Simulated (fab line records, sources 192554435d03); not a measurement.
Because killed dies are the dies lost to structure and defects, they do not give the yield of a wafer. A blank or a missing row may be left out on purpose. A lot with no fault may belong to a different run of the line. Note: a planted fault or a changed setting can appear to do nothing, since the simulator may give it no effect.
Split-lot study || flow n5Finfet || on a route of 1938 steps: 7 lots, 21 wafers read

== SPLIT DETAILS ==
At N5_MOL_CONTACT_COAG_COAT_104 (time 60 s, resist thk 12 nm), the setting spinRpm was moved away from the recipe's 1500 rpm on 6 of the 21 wafers read, by -10.4% to +10.6%. The other wafers ran this setting at the recipe's value.

== FROM THE SPLIT TO THE READING: what the file shows between them, 5 steps ==
- N5_MOL_CONTACT_COAG_COAT_58: time 60 s, resist thk 10 nm (also split here: spinRpm)
- N5_MOL_CONTACT_COAG_COAT_02: resist thk 30 nm
- N5_MOL_CONTACT_COAG_EBR_04
- N5_MOL_CONTACT_COAG_DESCUM_13: chemistry O2, time 7 s
- N5_MOL_CONTACT_COAG_ETCH_59: etches underlayer in N2/H2, target depth 13 nm, time 10.4 s

== THE READING ==
etch.depthNm (the simulator's own value, which no gauge read), in nm, at N5_MOL_CONTACT_COAG_ETCH_105 (etches SiARC in CF4, target depth 15.6 nm, time 26 s). No usual value for it is given in the file. Average 12.00 nm, standard deviation 0.027 nm, over the 15 wafers here run with the recipe.

{"wafer": "L076.1", "tool, chamber at the split": "lithoTrack-05, 0", "spinRpm as run, rpm": 1500, "against the recipe": "recipe", "etch.depthNm, nm": 12.04, "against lot-mates on the recipe": "-"}
{"wafer": "L076.2", "tool, chamber at the split": "lithoTrack-05, 0", "spinRpm as run, rpm": 1344, "against the recipe": "-10.4%", "etch.depthNm, nm": 12.69, "against lot-mates on the recipe": "+0.67"}
{"wafer": "L076.5", "tool, chamber at the split": "lithoTrack-05, 0", "spinRpm as run, rpm": 1500, "against the recipe": "recipe", "etch.depthNm, nm": 12, "against lot-mates on the recipe": "-"}
{"wafer": "L075.1", "tool, chamber at the split": "lithoTrack-02, 0", "spinRpm as run, rpm": 1500, "against the recipe": "recipe", "etch.depthNm, nm": 11.97, "against lot-mates on the recipe": "-"}
{"wafer": "L075.2", "tool, chamber at the split": "lithoTrack-02, 0", "spinRpm as run, rpm": 1500, "against the recipe": "recipe", "etch.depthNm, nm": 12.01, "against lot-mates on the recipe": "-"}
{"wafer": "L075.4", "tool, chamber at the split": "lithoTrack-02, 0", "spinRpm as run, rpm": 1500, "against the recipe": "recipe", "etch.depthNm, nm": 12, "against lot-mates on the recipe": "-"}
{"wafer": "L079.3", "tool, chamber at the split": "lithoTrack-02, 0", "spinRpm as run, rpm": 1500, "against the recipe": "recipe", "etch.depthNm, nm": 12.02, "against lot-mates on the recipe": "-"}
{"wafer": "L079.4", "tool, chamber at the split": "lithoTrack-02, 0", "spinRpm as run, rpm": 1500, "against the recipe": "recipe", "etch.depthNm, nm": 11.98, "against lot-mates on the recipe": "-"}
{"wafer": "L079.5", "tool, chamber at the split": "lithoTrack-02, 0", "spinRpm as run, rpm": 1500, "against the recipe": "recipe", "etch.depthNm, nm": 11.99, "against lot-mates on the recipe": "-"}
{"wafer": "L080.2", "tool, chamber at the split": "lithoTrack-02, 0", "spinRpm as run, rpm": 1500, "against the recipe": "recipe", "etch.depthNm, nm": 12.02, "against lot-mates on the recipe": "-"}
{"wafer": "L080.3", "tool, chamber at the split": "lithoTrack-02, 0", "spinRpm as run, rpm": 1590, "against the recipe": "+6.0%", "etch.depthNm, nm": 11.7, "against lot-mates on the recipe": -0.32}
{"wafer": "L080.5", "tool, chamber at the split": "lithoTrack-02, 0", "spinRpm as run, rpm": 1590, "against the recipe": "+6.0%", "etch.depthNm, nm": 11.7, "against lot-mates on the recipe": -0.32}
{"wafer": "L089.2", "tool, chamber at the split": "lithoTrack-03, 0", "spinRpm as run, rpm": 1500, "against the recipe": "recipe", "etch.depthNm, nm": 12.02, "against lot-mates on the recipe": "-"}
{"wafer": "L089.3", "tool, chamber at the split": "lithoTrack-03, 0", "spinRpm as run, rpm": 1500, "against the recipe": "recipe", "etch.depthNm, nm": 11.98, "against lot-mates on the recipe": "-"}
{"wafer": "L089.6", "tool, chamber at the split": "lithoTrack-03, 0", "spinRpm as run, rpm": 1560, "against the recipe": "+4.0%", "etch.depthNm, nm": 11.75, "against lot-mates on the recipe": -0.25}
{"wafer": "L092.1", "tool, chamber at the split": "lithoTrack-05, 0", "spinRpm as run, rpm": 1500, "against the recipe": "recipe", "etch.depthNm, nm": 11.99, "against lot-mates on the recipe": "-"}
{"wafer": "L092.3", "tool, chamber at the split": "lithoTrack-05, 0", "spinRpm as run, rpm": 1500, "against the recipe": "recipe", "etch.depthNm, nm": 12, "against lot-mates on the recipe": "-"}
{"wafer": "L092.4", "tool, chamber at the split": "lithoTrack-05, 0", "spinRpm as run, rpm": 1500, "against the recipe": "recipe", "etch.depthNm, nm": 11.94, "against lot-mates on the recipe": "-"}
{"wafer": "L097.2", "tool, chamber at the split": "lithoTrack-02, 0", "spinRpm as run, rpm": 1659, "against the recipe": "+10.6%", "etch.depthNm, nm": 11.46, "against lot-mates on the recipe": -0.59}
{"wafer": "L097.5", "tool, chamber at the split": "lithoTrack-02, 0", "spinRpm as run, rpm": 1500, "against the recipe": "recipe", "etch.depthNm, nm": 12.05, "against lot-mates on the recipe": "-"}
{"wafer": "L097.6", "tool, chamber at the split": "lithoTrack-02, 0", "spinRpm as run, rpm": 1659, "against the recipe": "+10.6%", "etch.depthNm, nm": 11.44, "against lot-mates on the recipe": -0.61}

THE FIT
A straight line over all 21 wafers: etch.depthNm changes by -0.0565 nm for each +1% of spinRpm; r = -0.99; the points scatter about the line by 0.037 nm.
The same after taking each lot's own level away (the mean of its wafers on the recipe; 21 wafers): -0.0587 nm for each +1%; r = -1.00; scatter 0.024 nm.
The reading moves by 0.62 nm for the largest change in spinRpm, on that fit.
Across the lots, their own levels run from 11.977 to 12.050 nm, a range of 2.7 times the standard deviation given above.
The two slopes are in agreement: the lot-to-lot level therefore moves the slope only a little.
Check: -0.625 nm against its lot-mates is what the line predicts for one of the wafers moved furthest among these (+10.6%) when that wafer is left out of the fit. It came out at -0.59 nm against them.

== FURTHER SPLITS ON THESE WAFERS ==
Note: prior to the reading, these wafers also went through further splits. Each is held against what the fit with the lots' levels taken away leaves over:
{"other split on the same wafers": "N5_SDB_COAT_03 spinRpm", "wafers away from the commonest value": 4, "r with etch.depthNm (lot level and that fit taken away)": "+0.10"}
{"other split on the same wafers": "N5_HKMG_FIN_COAT_42 spinRpm", "wafers away from the commonest value": 6, "r with etch.depthNm (lot level and that fit taken away)": "+0.27"}
{"other split on the same wafers": "N5_HKMG_FIN_COAT_43 spinRpm", "wafers away from the commonest value": 8, "r with etch.depthNm (lot level and that fit taken away)": "+0.29"}
{"other split on the same wafers": "N5_GATE_CUT_ETCH_56 icpW", "wafers away from the commonest value": 3, "r with etch.depthNm (lot level and that fit taken away)": "+0.39"}
{"other split on the same wafers": "N5_MOL_CONTACT_COAG_COAT_58 spinRpm", "wafers away from the commonest value": 5, "r with etch.depthNm (lot level and that fit taken away)": "+0.01"}

== THE WHOLE CHAIN: every reading that the file lists as answering this split, in the file's order ==
{"step": "N5_MOL_CONTACT_COAG_COAT_104", "what it does": "time 60 s, resist thk 12 nm", "reading": "SiARC_of_MOL_CONTACT_COAG_COAT_104.thkNm (the simulator's own value, which no gauge read)", "change (the file's fit)": "-0.0558 nm for each +1% of the setting", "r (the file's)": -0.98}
{"step": "N5_MOL_CONTACT_COAG_ETCH_105", "what it does": "etches SiARC in CF4, target depth 15.6 nm, time 26 s", "reading": "etch.depthNm (the simulator's own value, which no gauge read)", "change (the file's fit)": "-0.0598 nm for each +1% of the setting", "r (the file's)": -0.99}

== FILE'S OWN FIT ==
etch.depthNm changes by -0.0598 nm for each +1% of spinRpm, r = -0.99.
